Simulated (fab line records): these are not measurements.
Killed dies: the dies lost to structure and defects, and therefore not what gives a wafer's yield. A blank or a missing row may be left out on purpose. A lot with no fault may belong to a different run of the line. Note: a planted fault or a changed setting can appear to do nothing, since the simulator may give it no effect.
fab line records / flow n5_finfet
record: lots: 7 wafers: 39
route steps=1938 shown FIN_SAQP@143 STI_FIN_REVEAL@200 DUMMY_GATE@228 HKMG_FIN@442 GATE_CUT@469 BEOL_M4@1111
start_h: start of the lot's first displayed wafer, in hours after the record's first day / wait_h: hours since the lot's step before / " the same as in the row above / L1.1+2: one row covering several wafers at once / - no value, or no start given / * or withheld: withheld / < > ~ a bound
route shown NAME@n: NAME is a module with steps in the file, n the number in the route of the first one / usual: mean/standard deviation of fault-free wafers / same: alike in all rows / chamber/n: place in a boat / sites: the reading at each site / _std_site: the values' standard deviation / _edge_site: inner sites' mean taken away from outer sites' mean / radius_mm: how far each site lies from the wafer's centre / mask NAME#n: copy n / behind: the tool/chamber that last shaped the wafer / hold: cause of the lot's hold/its duration in hours/its outcome / device: whichever transistor did not switch (one of n, p or np) / end of line: tests run on the same wafers once the route is complete / a step without rows: its recipe alone / killed: count of dies lost to structure and defects at first sort (not the wafer's yield) / map: shows each die of a wafer: x if killed, . if not, _ if none is there
set.NAME: the run value of the setting; set.NAME@STEP: its run value at that earlier step / model.NAME: the simulator's own value behind a step, which no gauge read
lots whose settings were changed on purpose; a table a step, a row a wafer
== steps ==
step: N5_FIN_SAQP_ETCH_34
recipe: chemistry: C4F6/O2 target: SiO2 target_depth_a: 450 time_s: 15 ion_energy_ev: 250 pressure_mtorr: 30 source_w: 345 bias_w: 185 Ar_flow_sccm: 300 C4F6_flow_sccm: 10 O2_flow_sccm: 10 ends: cleared
step: N5_STI_FIN_REVEAL_OXIDATION_31
recipe: chemistry: O2_PLASMA_REMOTE temp_c: 150 time_s: 20 pressure_mtorr: 1000 source_power_w: 2000 o2_flow_sccm: 3000
step: N5_DUMMY_GATE_EXPOSE_12
recipe: mask_id: GATE na: 0.33 source_shape: annular sigma_inner: 0.2 sigma_outer: 0.6 polarization: unpolarized target_cd_nm: 25 dose_mj: 34
step: N5_DUMMY_GATE_ETCH_37
recipe: chemistry: N2/H2 target: SOC target_depth_a: 600 overetch_a: 300 temp_c: 40 ion_energy_ev: 200 pressure_mtorr: 30 source_w: 840 bias_w: 150 n2_flow_sccm: 200 h2_flow_sccm: 200
step: N5_HKMG_FIN_ALD_91
recipe: material: TiN target_thk_a: 10 temp_c: 400 ald_precursor_family: TiCl4 ald_co_reactant: NH3 pulse_time_s: 1 purge_time_s: 3 co_reactant_purge_time_s: 2 co_reactant_pulse_time_s: 2 ald_cycles: 47 pressure_torr: 3
step: N5_GATE_CUT_ETCH_58
recipe: chemistry: CH3F/O2 target: SiNx target_depth_a: 170 time_s: 128.6 ion_energy_ev: 50 pressure_mtorr: 30 source_w: 415 bias_w: 21 Ar_flow_sccm: 150 CH3F_flow_sccm: 30 O2_flow_sccm: 20
step: N5_BEOL_M4_RC_MEAS_101
usual: DIBL_N: 36.9/1.7 DIBL_P: 37.3/2.3 SS_N: 71.6/0.58 SS_P: 73.4/0.74
lot.wafer=L076.1 tool=prober-02 chamber=0 start_h=190.37 wait_h=0.0 set.source_w@FIN_SAQP_ETCH_34=345 set.time_s@STI_FIN_REVEAL_OXIDATION_31=20 set.dose_mj@DUMMY_GATE_EXPOSE_12=34 set.source_w@DUMMY_GATE_ETCH_37=840 set.co_reactant_pulse_time_s@HKMG_FIN_ALD_91=2 set.bias_w@GATE_CUT_ETCH_58=21 DIBL_N[mV/V]=37.6 DIBL_P[mV/V]=39.8 SS_N[mV/dec]=71.6 SS_P[mV/dec]=73.9
lot.wafer=L076.5 tool=prober-02 chamber=0 start_h=190.37 wait_h=0.0 set.source_w@FIN_SAQP_ETCH_34=345 set.time_s@STI_FIN_REVEAL_OXIDATION_31=20 set.dose_mj@DUMMY_GATE_EXPOSE_12=34 set.source_w@DUMMY_GATE_ETCH_37=840 set.co_reactant_pulse_time_s@HKMG_FIN_ALD_91=2 set.bias_w@GATE_CUT_ETCH_58=21 DIBL_N[mV/V]=34.5 DIBL_P[mV/V]=35.8 SS_N[mV/dec]=71.7 SS_P[mV/dec]=72.4
lot.wafer=L076.6 tool=prober-02 chamber=0 start_h=190.37 wait_h=0.0 set.source_w@FIN_SAQP_ETCH_34=345 set.time_s@STI_FIN_REVEAL_OXIDATION_31=20 set.dose_mj@DUMMY_GATE_EXPOSE_12=34 set.source_w@DUMMY_GATE_ETCH_37=840 set.co_reactant_pulse_time_s@HKMG_FIN_ALD_91=2 set.bias_w@GATE_CUT_ETCH_58=21 DIBL_N[mV/V]=36.7 DIBL_P[mV/V]=38.6 SS_N[mV/dec]=72.0 SS_P[mV/dec]=72.9
lot.wafer=L080.1 tool=prober-02 chamber=0 start_h=204.65 wait_h=0.0 set.source_w@FIN_SAQP_ETCH_34=345 set.time_s@STI_FIN_REVEAL_OXIDATION_31=26.31 set.dose_mj@DUMMY_GATE_EXPOSE_12=31.64 set.source_w@DUMMY_GATE_ETCH_37=840 set.co_reactant_pulse_time_s@HKMG_FIN_ALD_91=1.549 set.bias_w@GATE_CUT_ETCH_58=17.62 DIBL_N[mV/V]=30.0 DIBL_P[mV/V]=31.0 SS_N[mV/dec]=70.0 SS_P[mV/dec]=71.5
lot.wafer=L080.2 tool=prober-02 chamber=0 start_h=204.65 wait_h=0.0 set.source_w@FIN_SAQP_ETCH_34=345 set.time_s@STI_FIN_REVEAL_OXIDATION_31=20 set.dose_mj@DUMMY_GATE_EXPOSE_12=31.64 set.source_w@DUMMY_GATE_ETCH_37=840 set.co_reactant_pulse_time_s@HKMG_FIN_ALD_91=2 set.bias_w@GATE_CUT_ETCH_58=21 DIBL_N[mV/V]=31.5 DIBL_P[mV/V]=32.3 SS_N[mV/dec]=69.6 SS_P[mV/dec]=72.3
lot.wafer=L080.3 tool=prober-02 chamber=0 start_h=204.65 wait_h=0.0 set.source_w@FIN_SAQP_ETCH_34=345 set.time_s@STI_FIN_REVEAL_OXIDATION_31=26.31 set.dose_mj@DUMMY_GATE_EXPOSE_12=34 set.source_w@DUMMY_GATE_ETCH_37=840 set.co_reactant_pulse_time_s@HKMG_FIN_ALD_91=2 set.bias_w@GATE_CUT_ETCH_58=21 DIBL_N[mV/V]=35.2 DIBL_P[mV/V]=37.2 SS_N[mV/dec]=70.5 SS_P[mV/dec]=73.4
lot.wafer=L080.4 tool=prober-02 chamber=0 start_h=204.65 wait_h=0.0 set.source_w@FIN_SAQP_ETCH_34=345 set.time_s@STI_FIN_REVEAL_OXIDATION_31=20 set.dose_mj@DUMMY_GATE_EXPOSE_12=34 set.source_w@DUMMY_GATE_ETCH_37=840 set.co_reactant_pulse_time_s@HKMG_FIN_ALD_91=2 set.bias_w@GATE_CUT_ETCH_58=17.62 DIBL_N[mV/V]=36.4 DIBL_P[mV/V]=38.5 SS_N[mV/dec]=72.0 SS_P[mV/dec]=73.9
lot.wafer=L080.5 tool=prober-02 chamber=0 start_h=204.65 wait_h=0.0 set.source_w@FIN_SAQP_ETCH_34=345 set.time_s@STI_FIN_REVEAL_OXIDATION_31=20 set.dose_mj@DUMMY_GATE_EXPOSE_12=31.64 set.source_w@DUMMY_GATE_ETCH_37=840 set.co_reactant_pulse_time_s@HKMG_FIN_ALD_91=1.549 set.bias_w@GATE_CUT_ETCH_58=17.62 DIBL_N[mV/V]=33.2 DIBL_P[mV/V]=34.2 SS_N[mV/dec]=70.6 SS_P[mV/dec]=71.9
lot.wafer=L080.6 tool=prober-02 chamber=0 start_h=204.65 wait_h=0.0 set.source_w@FIN_SAQP_ETCH_34=345 set.time_s@STI_FIN_REVEAL_OXIDATION_31=26.31 set.dose_mj@DUMMY_GATE_EXPOSE_12=34 set.source_w@DUMMY_GATE_ETCH_37=840 set.co_reactant_pulse_time_s@HKMG_FIN_ALD_91=1.549 set.bias_w@GATE_CUT_ETCH_58=21 DIBL_N[mV/V]=35.1 DIBL_P[mV/V]=36.4 SS_N[mV/dec]=71.1 SS_P[mV/dec]=73.1
lot.wafer=L082.1 tool=prober-02 chamber=0 start_h=216.99 wait_h=0.0 set.source_w@FIN_SAQP_ETCH_34=376.2 set.time_s@STI_FIN_REVEAL_OXIDATION_31=20 set.dose_mj@DUMMY_GATE_EXPOSE_12=35.03 set.source_w@DUMMY_GATE_ETCH_37=939 set.co_reactant_pulse_time_s@HKMG_FIN_ALD_91=2 set.bias_w@GATE_CUT_ETCH_58=21 DIBL_N[mV/V]=38.3 DIBL_P[mV/V]=39.1 SS_N[mV/dec]=72.1 SS_P[mV/dec]=73.5
lot.wafer=L082.2 tool=prober-02 chamber=0 start_h=216.99 wait_h=0.0 set.source_w@FIN_SAQP_ETCH_34=345 set.time_s@STI_FIN_REVEAL_OXIDATION_31=18.27 set.dose_mj@DUMMY_GATE_EXPOSE_12=35.03 set.source_w@DUMMY_GATE_ETCH_37=939 set.co_reactant_pulse_time_s@HKMG_FIN_ALD_91=2 set.bias_w@GATE_CUT_ETCH_58=24.2 DIBL_N[mV/V]=42.8 DIBL_P[mV/V]=44.7 SS_N[mV/dec]=73.7 SS_P[mV/dec]=75.4
lot.wafer=L082.3 tool=prober-02 chamber=0 start_h=216.99 wait_h=0.0 set.source_w@FIN_SAQP_ETCH_34=345 set.time_s@STI_FIN_REVEAL_OXIDATION_31=20 set.dose_mj@DUMMY_GATE_EXPOSE_12=34 set.source_w@DUMMY_GATE_ETCH_37=840 set.co_reactant_pulse_time_s@HKMG_FIN_ALD_91=2 set.bias_w@GATE_CUT_ETCH_58=24.2 DIBL_N[mV/V]=36.2 DIBL_P[mV/V]=35.5 SS_N[mV/dec]=72.0 SS_P[mV/dec]=73.3
lot.wafer=L082.4 tool=prober-02 chamber=0 start_h=216.99 wait_h=0.0 set.source_w@FIN_SAQP_ETCH_34=376.2 set.time_s@STI_FIN_REVEAL_OXIDATION_31=20 set.dose_mj@DUMMY_GATE_EXPOSE_12=35.03 set.source_w@DUMMY_GATE_ETCH_37=840 set.co_reactant_pulse_time_s@HKMG_FIN_ALD_91=2.387 set.bias_w@GATE_CUT_ETCH_58=21 DIBL_N[mV/V]=37.4 DIBL_P[mV/V]=38.2 SS_N[mV/dec]=72.0 SS_P[mV/dec]=73.5
lot.wafer=L082.5 tool=prober-02 chamber=0 start_h=216.99 wait_h=0.0 set.source_w@FIN_SAQP_ETCH_34=376.2 set.time_s@STI_FIN_REVEAL_OXIDATION_31=18.27 set.dose_mj@DUMMY_GATE_EXPOSE_12=34 set.source_w@DUMMY_GATE_ETCH_37=840 set.co_reactant_pulse_time_s@HKMG_FIN_ALD_91=2.387 set.bias_w@GATE_CUT_ETCH_58=24.2 DIBL_N[mV/V]=37.6 DIBL_P[mV/V]=37.9 SS_N[mV/dec]=71.6 SS_P[mV/dec]=72.9
lot.wafer=L082.6 tool=prober-02 chamber=0 start_h=216.99 wait_h=0.0 set.source_w@FIN_SAQP_ETCH_34=345 set.time_s@STI_FIN_REVEAL_OXIDATION_31=18.27 set.dose_mj@DUMMY_GATE_EXPOSE_12=34 set.source_w@DUMMY_GATE_ETCH_37=939 set.co_reactant_pulse_time_s@HKMG_FIN_ALD_91=2.387 set.bias_w@GATE_CUT_ETCH_58=21 DIBL_N[mV/V]=38.7 DIBL_P[mV/V]=38.5 SS_N[mV/dec]=72.9 SS_P[mV/dec]=73.1
lot.wafer=L081.1 tool=prober-01 chamber=0 start_h=218.19 wait_h=0.0 set.source_w@FIN_SAQP_ETCH_34=345 set.time_s@STI_FIN_REVEAL_OXIDATION_31=15.16 set.dose_mj@DUMMY_GATE_EXPOSE_12=32.62 set.source_w@DUMMY_GATE_ETCH_37=703.3 set.co_reactant_pulse_time_s@HKMG_FIN_ALD_91=1.593 set.bias_w@GATE_CUT_ETCH_58=24.12 DIBL_N[mV/V]=34.5 DIBL_P[mV/V]=34.1 SS_N[mV/dec]=70.8 SS_P[mV/dec]=72.8
lot.wafer=L081.2 tool=prober-01 chamber=0 start_h=218.19 wait_h=0.0 set.source_w@FIN_SAQP_ETCH_34=345 set.time_s@STI_FIN_REVEAL_OXIDATION_31=15.16 set.dose_mj@DUMMY_GATE_EXPOSE_12=34 set.source_w@DUMMY_GATE_ETCH_37=840 set.co_reactant_pulse_time_s@HKMG_FIN_ALD_91=2 set.bias_w@GATE_CUT_ETCH_58=21 DIBL_N[mV/V]=41.2 DIBL_P[mV/V]=42.6 SS_N[mV/dec]=72.6 SS_P[mV/dec]=74.6
lot.wafer=L081.3 tool=prober-01 chamber=0 start_h=218.19 wait_h=0.0 set.source_w@FIN_SAQP_ETCH_34=345 set.time_s@STI_FIN_REVEAL_OXIDATION_31=20 set.dose_mj@DUMMY_GATE_EXPOSE_12=32.62 set.source_w@DUMMY_GATE_ETCH_37=840 set.co_reactant_pulse_time_s@HKMG_FIN_ALD_91=1.593 set.bias_w@GATE_CUT_ETCH_58=21 DIBL_N[mV/V]=35.2 DIBL_P[mV/V]=34.1 SS_N[mV/dec]=70.7 SS_P[mV/dec]=72.6
lot.wafer=L081.4 tool=prober-01 chamber=0 start_h=218.19 wait_h=0.0 set.source_w@FIN_SAQP_ETCH_34=345 set.time_s@STI_FIN_REVEAL_OXIDATION_31=20 set.dose_mj@DUMMY_GATE_EXPOSE_12=34 set.source_w@DUMMY_GATE_ETCH_37=703.3 set.co_reactant_pulse_time_s@HKMG_FIN_ALD_91=2 set.bias_w@GATE_CUT_ETCH_58=24.12 DIBL_N[mV/V]=35.2 DIBL_P[mV/V]=34.2 SS_N[mV/dec]=71.0 SS_P[mV/dec]=72.5
lot.wafer=L081.5 tool=prober-01 chamber=0 start_h=218.19 wait_h=0.0 set.source_w@FIN_SAQP_ETCH_34=345 set.time_s@STI_FIN_REVEAL_OXIDATION_31=20 set.dose_mj@DUMMY_GATE_EXPOSE_12=34 set.source_w@DUMMY_GATE_ETCH_37=840 set.co_reactant_pulse_time_s@HKMG_FIN_ALD_91=1.593 set.bias_w@GATE_CUT_ETCH_58=24.12 DIBL_N[mV/V]=38.1 DIBL_P[mV/V]=37.7 SS_N[mV/dec]=71.7 SS_P[mV/dec]=74.2
lot.wafer=L081.6 tool=prober-01 chamber=0 start_h=218.19 wait_h=0.0 set.source_w@FIN_SAQP_ETCH_34=345 set.time_s@STI_FIN_REVEAL_OXIDATION_31=15.16 set.dose_mj@DUMMY_GATE_EXPOSE_12=32.62 set.source_w@DUMMY_GATE_ETCH_37=703.3 set.co_reactant_pulse_time_s@HKMG_FIN_ALD_91=2 set.bias_w@GATE_CUT_ETCH_58=21 DIBL_N[mV/V]=34.0 DIBL_P[mV/V]=33.1 SS_N[mV/dec]=70.6 SS_P[mV/dec]=72.2
lot.wafer=L085.1 tool=prober-01 chamber=0 start_h=242.29 wait_h=0.0 set.source_w@FIN_SAQP_ETCH_34=381.9 set.time_s@STI_FIN_REVEAL_OXIDATION_31=20 set.dose_mj@DUMMY_GATE_EXPOSE_12=34 set.source_w@DUMMY_GATE_ETCH_37=840 set.co_reactant_pulse_time_s@HKMG_FIN_ALD_91=2.131 set.bias_w@GATE_CUT_ETCH_58=21 DIBL_N[mV/V]=35.9 DIBL_P[mV/V]=35.8 SS_N[mV/dec]=71.4 SS_P[mV/dec]=72.4
lot.wafer=L085.2 tool=prober-01 chamber=0 start_h=242.29 wait_h=0.0 set.source_w@FIN_SAQP_ETCH_34=381.9 set.time_s@STI_FIN_REVEAL_OXIDATION_31=25.22 set.dose_mj@DUMMY_GATE_EXPOSE_12=32.9 set.source_w@DUMMY_GATE_ETCH_37=840 set.co_reactant_pulse_time_s@HKMG_FIN_ALD_91=2 set.bias_w@GATE_CUT_ETCH_58=21 DIBL_N[mV/V]=35.6 DIBL_P[mV/V]=34.7 SS_N[mV/dec]=70.2 SS_P[mV/dec]=72.8
lot.wafer=L085.3 tool=prober-01 chamber=0 start_h=242.29 wait_h=0.0 set.source_w@FIN_SAQP_ETCH_34=345 set.time_s@STI_FIN_REVEAL_OXIDATION_31=20 set.dose_mj@DUMMY_GATE_EXPOSE_12=32.9 set.source_w@DUMMY_GATE_ETCH_37=840 set.co_reactant_pulse_time_s@HKMG_FIN_ALD_91=2 set.bias_w@GATE_CUT_ETCH_58=21 DIBL_N[mV/V]=36.2 DIBL_P[mV/V]=35.3 SS_N[mV/dec]=71.1 SS_P[mV/dec]=72.4
lot.wafer=L085.4 tool=prober-01 chamber=0 start_h=242.29 wait_h=0.0 set.source_w@FIN_SAQP_ETCH_34=345 set.time_s@STI_FIN_REVEAL_OXIDATION_31=25.22 set.dose_mj@DUMMY_GATE_EXPOSE_12=34 set.source_w@DUMMY_GATE_ETCH_37=840 set.co_reactant_pulse_time_s@HKMG_FIN_ALD_91=2 set.bias_w@GATE_CUT_ETCH_58=21 DIBL_N[mV/V]=32.5 DIBL_P[mV/V]=32.1 SS_N[mV/dec]=70.2 SS_P[mV/dec]=71.9
lot.wafer=L085.5 tool=prober-01 chamber=0 start_h=242.29 wait_h=0.0 set.source_w@FIN_SAQP_ETCH_34=381.9 set.time_s@STI_FIN_REVEAL_OXIDATION_31=25.22 set.dose_mj@DUMMY_GATE_EXPOSE_12=34 set.source_w@DUMMY_GATE_ETCH_37=840 set.co_reactant_pulse_time_s@HKMG_FIN_ALD_91=2.131 set.bias_w@GATE_CUT_ETCH_58=21 DIBL_N[mV/V]=36.7 DIBL_P[mV/V]=37.5 SS_N[mV/dec]=71.1 SS_P[mV/dec]=73.3
lot.wafer=L085.6 tool=prober-01 chamber=0 start_h=242.29 wait_h=0.0 set.source_w@FIN_SAQP_ETCH_34=345 set.time_s@STI_FIN_REVEAL_OXIDATION_31=20 set.dose_mj@DUMMY_GATE_EXPOSE_12=32.9 set.source_w@DUMMY_GATE_ETCH_37=840 set.co_reactant_pulse_time_s@HKMG_FIN_ALD_91=2.131 set.bias_w@GATE_CUT_ETCH_58=21 DIBL_N[mV/V]=34.5 DIBL_P[mV/V]=35.2 SS_N[mV/dec]=70.5 SS_P[mV/dec]=73.0
lot.wafer=L092.1 tool=prober-01 chamber=0 start_h=271.79 wait_h=0.0 set.source_w@FIN_SAQP_ETCH_34=345 set.time_s@STI_FIN_REVEAL_OXIDATION_31=22.4 set.dose_mj@DUMMY_GATE_EXPOSE_12=34 set.source_w@DUMMY_GATE_ETCH_37=840 set.co_reactant_pulse_time_s@HKMG_FIN_ALD_91=1.669 set.bias_w@GATE_CUT_ETCH_58=22.95 DIBL_N[mV/V]=32.5 DIBL_P[mV/V]=29.9 SS_N[mV/dec]=70.1 SS_P[mV/dec]=71.4
lot.wafer=L092.2 tool=prober-01 chamber=0 start_h=271.79 wait_h=0.0 set.source_w@FIN_SAQP_ETCH_34=289.1 set.time_s@STI_FIN_REVEAL_OXIDATION_31=22.4 set.dose_mj@DUMMY_GATE_EXPOSE_12=36.56 set.source_w@DUMMY_GATE_ETCH_37=897.4 set.co_reactant_pulse_time_s@HKMG_FIN_ALD_91=2 set.bias_w@GATE_CUT_ETCH_58=22.95 DIBL_N[mV/V]=41.2 DIBL_P[mV/V]=40.3 SS_N[mV/dec]=72.5 SS_P[mV/dec]=75.1
lot.wafer=L092.3 tool=prober-01 chamber=0 start_h=271.79 wait_h=0.0 set.source_w@FIN_SAQP_ETCH_34=289.1 set.time_s@STI_FIN_REVEAL_OXIDATION_31=20 set.dose_mj@DUMMY_GATE_EXPOSE_12=34 set.source_w@DUMMY_GATE_ETCH_37=897.4 set.co_reactant_pulse_time_s@HKMG_FIN_ALD_91=1.669 set.bias_w@GATE_CUT_ETCH_58=22.95 DIBL_N[mV/V]=36.6 DIBL_P[mV/V]=35.8 SS_N[mV/dec]=71.2 SS_P[mV/dec]=73.2
lot.wafer=L092.4 tool=prober-01 chamber=0 start_h=271.79 wait_h=0.0 set.source_w@FIN_SAQP_ETCH_34=289.1 set.time_s@STI_FIN_REVEAL_OXIDATION_31=20 set.dose_mj@DUMMY_GATE_EXPOSE_12=34 set.source_w@DUMMY_GATE_ETCH_37=840 set.co_reactant_pulse_time_s@HKMG_FIN_ALD_91=2 set.bias_w@GATE_CUT_ETCH_58=21 DIBL_N[mV/V]=34.8 DIBL_P[mV/V]=32.6 SS_N[mV/dec]=70.9 SS_P[mV/dec]=72.6
lot.wafer=L092.5 tool=prober-01 chamber=0 start_h=271.79 wait_h=0.0 set.source_w@FIN_SAQP_ETCH_34=345 set.time_s@STI_FIN_REVEAL_OXIDATION_31=22.4 set.dose_mj@DUMMY_GATE_EXPOSE_12=36.56 set.source_w@DUMMY_GATE_ETCH_37=840 set.co_reactant_pulse_time_s@HKMG_FIN_ALD_91=2 set.bias_w@GATE_CUT_ETCH_58=21 DIBL_N[mV/V]=41.3 DIBL_P[mV/V]=39.9 SS_N[mV/dec]=72.8 SS_P[mV/dec]=74.5
lot.wafer=L092.6 tool=prober-01 chamber=0 start_h=271.79 wait_h=0.0 set.source_w@FIN_SAQP_ETCH_34=345 set.time_s@STI_FIN_REVEAL_OXIDATION_31=20 set.dose_mj@DUMMY_GATE_EXPOSE_12=36.56 set.source_w@DUMMY_GATE_ETCH_37=897.4 set.co_reactant_pulse_time_s@HKMG_FIN_ALD_91=1.669 set.bias_w@GATE_CUT_ETCH_58=21 DIBL_N[mV/V]=40.2 DIBL_P[mV/V]=40.0 SS_N[mV/dec]=73.1 SS_P[mV/dec]=74.8
lot.wafer=L096.1 tool=prober-02 chamber=0 start_h=307.44 wait_h=0.0 set.source_w@FIN_SAQP_ETCH_34=364.9 set.time_s@STI_FIN_REVEAL_OXIDATION_31=20 set.dose_mj@DUMMY_GATE_EXPOSE_12=34 set.source_w@DUMMY_GATE_ETCH_37=840 set.co_reactant_pulse_time_s@HKMG_FIN_ALD_91=1.668 set.bias_w@GATE_CUT_ETCH_58=21 DIBL_N[mV/V]=37.4 DIBL_P[mV/V]=38.2 SS_N[mV/dec]=71.6 SS_P[mV/dec]=74.4
lot.wafer=L096.2 tool=prober-02 chamber=0 start_h=307.44 wait_h=0.0 set.source_w@FIN_SAQP_ETCH_34=364.9 set.time_s@STI_FIN_REVEAL_OXIDATION_31=20 set.dose_mj@DUMMY_GATE_EXPOSE_12=34 set.source_w@DUMMY_GATE_ETCH_37=840 set.co_reactant_pulse_time_s@HKMG_FIN_ALD_91=1.668 set.bias_w@GATE_CUT_ETCH_58=21 DIBL_N[mV/V]=38.8 DIBL_P[mV/V]=40.7 SS_N[mV/dec]=71.6 SS_P[mV/dec]=74.9
lot.wafer=L096.3 tool=prober-02 chamber=0 start_h=307.44 wait_h=0.0 set.source_w@FIN_SAQP_ETCH_34=345 set.time_s@STI_FIN_REVEAL_OXIDATION_31=20 set.dose_mj@DUMMY_GATE_EXPOSE_12=34 set.source_w@DUMMY_GATE_ETCH_37=840 set.co_reactant_pulse_time_s@HKMG_FIN_ALD_91=2 set.bias_w@GATE_CUT_ETCH_58=21 DIBL_N[mV/V]=38.6 DIBL_P[mV/V]=39.3 SS_N[mV/dec]=71.7 SS_P[mV/dec]=73.9
lot.wafer=L096.4 tool=prober-02 chamber=0 start_h=307.44 wait_h=0.0 set.source_w@FIN_SAQP_ETCH_34=345 set.time_s@STI_FIN_REVEAL_OXIDATION_31=20 set.dose_mj@DUMMY_GATE_EXPOSE_12=31.7 set.source_w@DUMMY_GATE_ETCH_37=840 set.co_reactant_pulse_time_s@HKMG_FIN_ALD_91=1.668 set.bias_w@GATE_CUT_ETCH_58=21 DIBL_N[mV/V]=35.1 DIBL_P[mV/V]=34.4 SS_N[mV/dec]=71.3 SS_P[mV/dec]=73.1
lot.wafer=L096.5 tool=prober-02 chamber=0 start_h=307.44 wait_h=0.0 set.source_w@FIN_SAQP_ETCH_34=345 set.time_s@STI_FIN_REVEAL_OXIDATION_31=20 set.dose_mj@DUMMY_GATE_EXPOSE_12=31.7 set.source_w@DUMMY_GATE_ETCH_37=840 set.co_reactant_pulse_time_s@HKMG_FIN_ALD_91=2 set.bias_w@GATE_CUT_ETCH_58=21 DIBL_N[mV/V]=33.5 DIBL_P[mV/V]=32.9 SS_N[mV/dec]=70.7 SS_P[mV/dec]=72.5
lot.wafer=L096.6 tool=prober-02 chamber=0 start_h=307.44 wait_h=0.0 set.source_w@FIN_SAQP_ETCH_34=364.9 set.time_s@STI_FIN_REVEAL_OXIDATION_31=20 set.dose_mj@DUMMY_GATE_EXPOSE_12=31.7 set.source_w@DUMMY_GATE_ETCH_37=840 set.co_reactant_pulse_time_s@HKMG_FIN_ALD_91=2 set.bias_w@GATE_CUT_ETCH_58=21 DIBL_N[mV/V]=32.5 DIBL_P[mV/V]=32.2 SS_N[mV/dec]=70.0 SS_P[mV/dec]=72.3
== key ==
split: step: N5_FIN_SAQP_ETCH_34 setting: source_w stated_as: 345
response none clear
split: step: N5_STI_FIN_REVEAL_OXIDATION_31 setting: time_s stated_as: 20
response none clear
split: step: N5_DUMMY_GATE_EXPOSE_12 setting: dose_mj stated_as: 34
response: step: N5_BEOL_M4_RC_MEAS_101 reading: DIBL_P slope: +0.878 per: 1% together_with: all explained: 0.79
response: step: N5_BEOL_M4_RC_MEAS_101 reading: SS_N slope: +0.222 per: 1% together_with: all explained: 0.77
response: step: N5_BEOL_M4_RC_MEAS_101 reading: DIBL_N slope: +0.681 per: 1% together_with: all explained: 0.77
response: step: N5_BEOL_M4_RC_MEAS_101 reading: SS_P slope: +0.268 per: 1% together_with: all explained: 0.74
split: step: N5_DUMMY_GATE_ETCH_37 setting: source_w stated_as: 840
response none clear
split: step: N5_HKMG_FIN_ALD_91 setting: co_reactant_pulse_time_s stated_as: 2
response none clear
split: step: N5_GATE_CUT_ETCH_58 setting: bias_w stated_as: 21
response none clear
